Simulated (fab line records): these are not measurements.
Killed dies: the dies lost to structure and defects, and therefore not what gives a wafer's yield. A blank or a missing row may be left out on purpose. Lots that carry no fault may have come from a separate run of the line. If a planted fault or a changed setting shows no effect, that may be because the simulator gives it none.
Which of the tools did it?	flow n5-finfet	45 wafers from 15 lots sampled at 7 of the route's 1938 steps

WHAT EACH GAUGE READ, for each wafer
N5_BEOL_M11_CD_MEAS_18: pitch 140 nm, target cd 70 nm.
lot	measured	on	cd-nm (nm)
L264	day 10 15:19	cd-sem-01	69.9 70.2 69.5
L263	day 10 18:25	cd-sem-03	70.6 69.5 71.0
L265	day 11 09:29	cd-sem-03	70.6 70.7 70.9
L266	day 11 13:13	cd-sem-03	69.0 70.0 69.4
L268	day 12 05:29	cd-sem-01	70.7 69.2 70.0
L267	day 12 05:37	cd-sem-02	69.8 70.5 69.8
L271	day 13 00:41	cd-sem-03	69.1 69.2 70.5
L275	day 13 23:20	cd-sem-03	70.3 69.7 70.1
L273	day 13 23:46	cd-sem-01	69.5 70.3 69.8
L280	day 14 16:27	cd-sem-01	- - -
L279	day 14 20:22	cd-sem-02	- - -
L278	day 14 20:29	cd-sem-01	- - -
L284	day 16 10:55	cd-sem-01	70.2 69.8 70.1
L285	day 17 02:06	cd-sem-03	70.0 71.1 69.6
L286	day 17 02:14	cd-sem-03	68.6 68.8 68.6

TOOL THAT RAN EACH LOT (tool first, then ch and the chambers of the sampled wafers, then the start)
lot	N5_BEOL_M10_DEGAS_44	N5_BEOL_M10_ALD_74	N5_BEOL_M10_CMP_52	N5_BEOL_M11_ETCH_61	N5_BEOL_M11_ETCH_62	N5_BEOL_M11_HM_OPEN_17
L264	pvd-sputter-02, day 10 07:47	ald-metal-03 ch 1,2,3, day 10 07:53	cmp-02 ch 0,1,3, day 10 10:49	rie-diel-02 ch 0,2,3, day 10 14:49	rie-diel-02 ch 0,2,3, day 10 14:52	rie-metal-01 ch 0,1, day 10 15:03
L263	pvd-sputter-03, day 10 14:29	ald-metal-03 ch 2,3, day 10 14:35	cmp-01 ch 0,1,3, day 10 15:56	rie-diel-03 ch 0,2,3, day 10 18:01	rie-diel-03 ch 0,2,3, day 10 18:07	rie-metal-02 ch 0,1, day 10 18:16
L265	pvd-sputter-02, day 11 02:28	ald-metal-02 ch 1,2,3, day 11 02:34	cmp-01 ch 0,1,3, day 11 05:58	rie-diel-02 ch 0,1,3, day 11 08:56	rie-diel-02 ch 0,1,3, day 11 08:59	rie-metal-01 ch 1, day 11 09:13
L266	pvd-sputter-02, day 11 08:32	ald-metal-02 ch 1,2,3, day 11 08:38	cmp-02 ch 1,2,3, day 11 09:41	rie-diel-06 ch 0,1, day 11 12:36	rie-diel-06 ch 0,1, day 11 12:39	rie-metal-03 ch 0,1, day 11 12:50
L268	pvd-sputter-03, day 11 22:26	ald-metal-04 ch 1,2,3, day 11 22:33	cmp-01 ch 0,2, day 12 00:13	rie-diel-03 ch 0,2, day 12 05:02	rie-diel-03 ch 0,2, day 12 05:05	rie-metal-01 ch 0,1, day 12 05:16
L267	pvd-sputter-03, day 11 22:31	ald-metal-03 ch 0,1,3, day 11 22:37	cmp-02 ch 0,2,3, day 12 00:23	rie-diel-06 ch 0,1,2, day 12 05:12	rie-diel-06 ch 0,1,2, day 12 05:15	rie-metal-03 ch 0,1, day 12 05:26
L271	pvd-sputter-01, day 12 20:27	ald-metal-02 ch 1,3, day 12 20:34	cmp-03 ch 1,2,3, day 12 21:49	rie-diel-02 ch 1,2, day 13 00:17	rie-diel-02 ch 1,2, day 13 00:20	rie-metal-03 ch 0,1, day 13 00:31
L275	pvd-sputter-01, day 13 17:07	ald-metal-03 ch 1,2,3, day 13 17:20	cmp-01 ch 1,3, day 13 20:09	rie-diel-03 ch 1,3, day 13 22:49	rie-diel-03 ch 1,3, day 13 22:52	rie-metal-01 ch 0, day 13 23:04
L273	pvd-sputter-02, day 13 17:52	ald-metal-02 ch 1,2,3, day 13 17:58	cmp-01 ch 0,1, day 13 20:38	rie-diel-06 ch 0,2,3, day 13 23:22	rie-diel-06 ch 0,2,3, day 13 23:28	rie-metal-01 ch 0,1, day 13 23:37
L280	pvd-sputter-03, day 14 10:33	ald-metal-02 ch 1,2, day 14 10:53	cmp-02 ch 0,2,3, day 14 12:10	rie-diel-06 ch 0,3, day 14 16:00	rie-diel-06 ch 0,3, day 14 16:03	rie-metal-03 ch 0,1, day 14 16:14
L279	pvd-sputter-01, day 14 14:15	ald-metal-02 ch 0,1,2, day 14 14:21	cmp-02 ch 0,1, day 14 15:28	rie-diel-06 ch 1,2,3, day 14 19:50	rie-diel-06 ch 1,2,3, day 14 19:53	rie-metal-03 ch 0,1, day 14 20:07
L278	pvd-sputter-03, day 14 16:06	ald-metal-04 ch 1,2,3, day 14 16:13	cmp-02 ch 0,1,3, day 14 17:44	rie-diel-02 ch 1,2,3, day 14 20:05	rie-diel-02 ch 1,2,3, day 14 20:08	rie-metal-03 ch 0,1, day 14 20:19
L284	pvd-sputter-03, day 16 05:11	ald-metal-03 ch 0,1,3, day 16 05:31	cmp-02 ch 0,2,3, day 16 08:23	rie-diel-03 ch 0,2, day 16 10:29	rie-diel-03 ch 0,2, day 16 10:32	rie-metal-03 ch 0,1, day 16 10:46
L285	pvd-sputter-01, day 16 21:29	ald-metal-03 ch 0,1,2, day 16 21:35	cmp-02 ch 0,1,2, day 16 22:41	rie-diel-03 ch 0,2, day 17 01:41	rie-diel-03 ch 0,2, day 17 01:44	rie-metal-01 ch 0,1, day 17 01:55
L286	pvd-sputter-01, day 16 21:34	ald-metal-04 ch 0,1,3, day 16 21:40	cmp-03 ch 1,2,3, day 16 23:04	rie-diel-06 ch 1,2,3, day 17 01:49	rie-diel-06 ch 1,2,3, day 17 01:52	rie-metal-01 ch 0,1, day 17 02:03
- N5_BEOL_M10_DEGAS_44: time 60 s.
- N5_BEOL_M10_ALD_74: deposits TaN, target thk 2 nm, pulse time 2 s, purge time 3 s.
- N5_BEOL_M10_CMP_52: polishes, stops on SiCOH lowk, t overpolish 7 s, target thk 140 nm.
- N5_BEOL_M11_ETCH_61: etches SiARC in CF4, target depth 39 nm, time 65 s.
- N5_BEOL_M11_ETCH_62: etches SOC in N2/H2, target depth 110 nm, overetch 22 nm, time 165 s.
- N5_BEOL_M11_HM_OPEN_17: chemistry Cl2/BCl3, target TiN, target depth 20 nm, overetch 6 nm.

AS READ BY THE TOOLS THEMSELVES (means over the sampled wafers that have a number; for cases with no such wafer, the mark the record gives instead)
N5_BEOL_M10_DEGAS_44.
lot	tool	heater-power-w (W)
L264	pvd-sputter-02	316
L263	pvd-sputter-03	335
L265	pvd-sputter-02	325
L266	pvd-sputter-02	338
L268	pvd-sputter-03	333
L267	pvd-sputter-03	329
L271	pvd-sputter-01	318
L275	pvd-sputter-01	316
L273	pvd-sputter-02	341
L280	pvd-sputter-03	332
L279	pvd-sputter-01	332
L278	pvd-sputter-03	330
L284	pvd-sputter-03	348
L285	pvd-sputter-01	328
L286	pvd-sputter-01	320

N5_BEOL_M10_ALD_74.
lot	tool	heater-power-w (W)
L264	ald-metal-03	389
L263	ald-metal-03	403
L265	ald-metal-02	430
L266	ald-metal-02	422
L268	ald-metal-04	436
L267	ald-metal-03	417
L271	ald-metal-02	420
L275	ald-metal-03	393
L273	ald-metal-02	420
L280	ald-metal-02	378
L279	ald-metal-02	392
L278	ald-metal-04	435
L284	ald-metal-03	421
L285	ald-metal-03	412
L286	ald-metal-04	444

N5_BEOL_M10_CMP_52.
lot	tool	barrier-field-endpoint-s (s)	motor-current-A (A)	overpolish-run-s (s)	time-to-endpoint-s (s)
L264	cmp-02	29.1	5.8	6.996	65
L263	cmp-01	29.6	6.3	6.995	71
L265	cmp-01	29.2	6.0	6.999	69
L266	cmp-02	29.0	5.9	6.990	66
L268	cmp-01	29.0	6.3	7.010	67
L267	cmp-02	28.2	5.8	7.001	61
L271	cmp-03	29.5	6.5	6.989	69
L275	cmp-01	29.4	6.4	7.000	70
L273	cmp-01	29.5	5.5	7.002	66
L280	cmp-02	28.4	5.9	7.006	65
L279	cmp-02	29.1	5.9	7.004	65
L278	cmp-02	29.4	5.9	7.011	69
L284	cmp-02	28.7	5.6	6.998	65
L285	cmp-02	28.8	5.8	7.003	66
L286	cmp-03	29.0	6.4	7.001	65

N5_BEOL_M11_ETCH_61.
lot	tool	bias-w (W)	cf4-flow-sccm (sccm)	drypump-motor-current-A (A)	etch-rf-on-time-s (s)	oes-product-au (a.u.)	rf-vpp-V (V)	showerhead-plenum-p-Torr (Torr)	throttle-valve-pct (%)
L264	rie-diel-02	36.04	100.13	5.8	64.8	0.61	183.0	2.15	15.77
L263	rie-diel-03	36.04	100.34	5.5	65.1	0.70	183.4	2.15	15.58
L265	rie-diel-02	36.01	100.16	6.1	64.9	0.61	183.6	2.12	15.57
L266	rie-diel-06	36.04	99.75	5.5	66.9	0.67	185.1	2.18	15.62
L268	rie-diel-03	35.83	100.16	5.5	66.6	0.68	184.2	2.19	15.59
L267	rie-diel-06	35.88	100.18	5.8	65.9	0.64	185.3	2.19	15.75
L271	rie-diel-02	35.99	99.97	5.5	65.9	0.62	184.9	2.19	15.75
L275	rie-diel-03	35.99	99.82	5.6	65.7	0.66	183.9	2.11	15.68
L273	rie-diel-06	36.02	100.10	5.7	63.9	0.70	184.9	2.19	15.60
L280	rie-diel-06	-	-	-	-	-	-	-	-
L279	rie-diel-06	-	-	-	-	-	-	-	-
L278	rie-diel-02	-	-	-	-	-	-	-	-
L284	rie-diel-03	35.98	99.89	5.6	65.7	0.70	183.0	2.13	15.54
L285	rie-diel-03	35.93	99.92	5.5	66.3	0.65	183.7	2.18	15.65
L286	rie-diel-06	35.98	99.99	5.9	64.6	0.71	185.4	2.19	15.60

N5_BEOL_M11_ETCH_62.
lot	tool	bias-w (W)	chamber-pressure-mTorr (mTorr)	drypump-motor-current-A (A)	h2-flow-sccm (sccm)	oes-product-au (a.u.)	rf-vpp-V (V)	showerhead-plenum-p-Torr (Torr)	throttle-valve-pct (%)
L264	rie-diel-02	150.4	30.003	5.8	200.4	0.60	525.0	2.55	17.99
L263	rie-diel-03	149.8	30.020	5.6	199.9	0.69	524.2	2.56	17.84
L265	rie-diel-02	149.9	29.976	6.1	199.9	0.60	522.8	2.52	17.84
L266	rie-diel-06	150.1	29.986	5.5	200.5	0.67	525.5	2.58	17.81
L268	rie-diel-03	149.9	29.993	5.5	199.7	0.69	525.2	2.59	17.81
L267	rie-diel-06	150.3	29.988	5.7	199.6	0.64	525.4	2.61	17.91
L271	rie-diel-02	150.3	30.021	5.4	199.7	0.61	525.0	2.60	17.91
L275	rie-diel-03	149.8	30.033	5.6	199.3	0.66	522.7	2.50	17.90
L273	rie-diel-06	150.0	30.003	5.7	200.0	0.69	525.7	2.61	17.81
L280	rie-diel-06	150.5	29.988	5.6	199.6	0.32	525.0	2.59	17.64
L279	rie-diel-06	150.4	30.001	5.9	200.5	0.32	525.2	2.61	17.67
L278	rie-diel-02	149.8	29.982	5.6	200.1	0.30	524.0	2.58	17.64
L284	rie-diel-03	150.2	30.018	5.6	200.0	0.70	523.6	2.53	17.70
L285	rie-diel-03	149.9	29.978	5.5	200.1	0.66	524.3	2.58	17.86
L286	rie-diel-06	150.3	30.026	5.9	200.3	0.71	526.0	2.61	17.77

N5_BEOL_M11_HM_OPEN_17.
lot	tool	drypump-motor-current-A (A)	oes-product-au (a.u.)	throttle-valve-pct (%)
L264	rie-metal-01	5.95	0.56	22.13
L263	rie-metal-02	5.84	0.66	22.15
L265	rie-metal-01	6.21	0.59	22.13
L266	rie-metal-03	5.91	0.76	21.97
L268	rie-metal-01	6.08	0.67	21.99
L267	rie-metal-03	5.94	0.74	21.98
L271	rie-metal-03	5.83	0.72	21.92
L275	rie-metal-01	5.84	0.78	21.69
L273	rie-metal-01	6.08	0.65	21.99
L280	rie-metal-03	5.85	0.31	22.58
L279	rie-metal-03	5.85	0.30	22.58
L278	rie-metal-03	5.92	0.32	22.64
L284	rie-metal-03	5.91	0.72	22.01
L285	rie-metal-01	5.94	0.68	21.84
L286	rie-metal-01	6.08	0.62	22.01

THE ANSWER, worked out from the rows above alone
Rule: the usual values come from the lots themselves. Put in order of their means at a reading, lots are off if they are a third of the lots or fewer, leave a main group of 4 or more, and stand apart from it by a gap of 3 or more times the standard deviation of the main group's means; of several such gaps the widest counts. A main group is skipped when, at the precision printed for the reading in the tables above, its means are all equal. A lot without any number at a reading at which 4 lots or more have one is off too. Any other lot the step has rows for is counted as sound. First the gauges in route order, then the tools' own readings, where a lot's mean is used as printed above. At the first step where some lot is off, the reading lying furthest off is the one used; lots without a number count as furthest.
Off: L280, L279, L278, at N5_BEOL_M11_CD_MEAS_18 (cd-nm). Without a number there: L280, L279, L278. The main group has a mean of 69.9 nm with a standard deviation of 0.49.
A tool fits if, at a process step before that reading, it ran every lot that is off, and no sound lot after the first of them. Not tried: the gauges at N5_BEOL_M11_CD_MEAS_18; whatever is off there is also off at N5_BEOL_M11_ETCH_61, on other tools, and gauge error can't account for it. None of those tried fits.

WHAT WAS PUT IN BY THE SIMULATOR
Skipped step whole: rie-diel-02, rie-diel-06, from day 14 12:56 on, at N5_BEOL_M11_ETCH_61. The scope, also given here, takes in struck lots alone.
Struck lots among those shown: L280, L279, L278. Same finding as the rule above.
